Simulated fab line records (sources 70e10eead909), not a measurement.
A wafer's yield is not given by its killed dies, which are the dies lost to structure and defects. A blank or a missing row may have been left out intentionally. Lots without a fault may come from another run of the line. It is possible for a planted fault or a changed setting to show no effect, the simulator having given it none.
Chamber matching + flow nandHarc + NHARC_P_GATE_DESCUM_48 on rieDiel-04: 4 sister chambers
The step chemistry O2, time 3 s. 4 wafers are shown with their chamber, then 12 later ones without.

WAFERS, EACH WITH ITS CHAMBER
| wafer  | chamber | showerheadPlenumPTorr (Torr) |
|--------|---------|------------------------------|
| L084.5 | 0       | 1.81                         |
| L084.6 | 1       | 1.98                         |
| L088.1 | 2       | 1.86                         |
| L088.5 | 3       | 2.00                         |

WAFERS WITHOUT THEIR CHAMBER
| wafer  | showerheadPlenumPTorr (Torr) |
|--------|------------------------------|
| L089.1 | 1.81                         |
| L089.2 | 1.97                         |
| L089.6 | 1.97                         |
| L091.4 | 1.81                         |
| L091.5 | 2.00                         |
| L091.6 | 1.81                         |
| L092.1 | 1.97                         |
| L092.2 | 1.86                         |
| L092.3 | 2.00                         |
| L097.3 | 1.86                         |
| L097.4 | 1.81                         |
| L097.6 | 1.81                         |

THE CHAMBER EACH PASSED THROUGH
| wafer  | from the rows above | in truth |
|--------|---------------------|----------|
| L089.1 | 0                   | 0        |
| L089.2 | 1                   | 1        |
| L089.6 | 1                   | 1        |
| L091.4 | 0                   | 0        |
| L091.5 | 3                   | 3        |
| L091.6 | 0                   | 0        |
| L092.1 | 1                   | 1        |
| L092.2 | 2                   | 2        |
| L092.3 | 3                   | 3        |
| L097.3 | 2                   | 2        |
| L097.4 | 0                   | 0        |
| L097.6 | 0                   | 0        |
Correctly placed: 12 of 12. Can't be placed from these rows: 0. Placed wrongly: 0.
How it was worked out, from the rows above alone: a wafer's distance from a chamber is the root of the sum, over the readings, of the square of ((its reading less the chamber's mean) divided by the reading's scatter). If the next closest chamber is less than 2 further off than the closest, the wafer can't be placed; otherwise it belongs to the closest. Each chamber's mean is taken over the wafers shown for it. The scatter: with one shown wafer a chamber, the root of the mean of the squares of how far each hidden wafer lies from its nearest shown one.
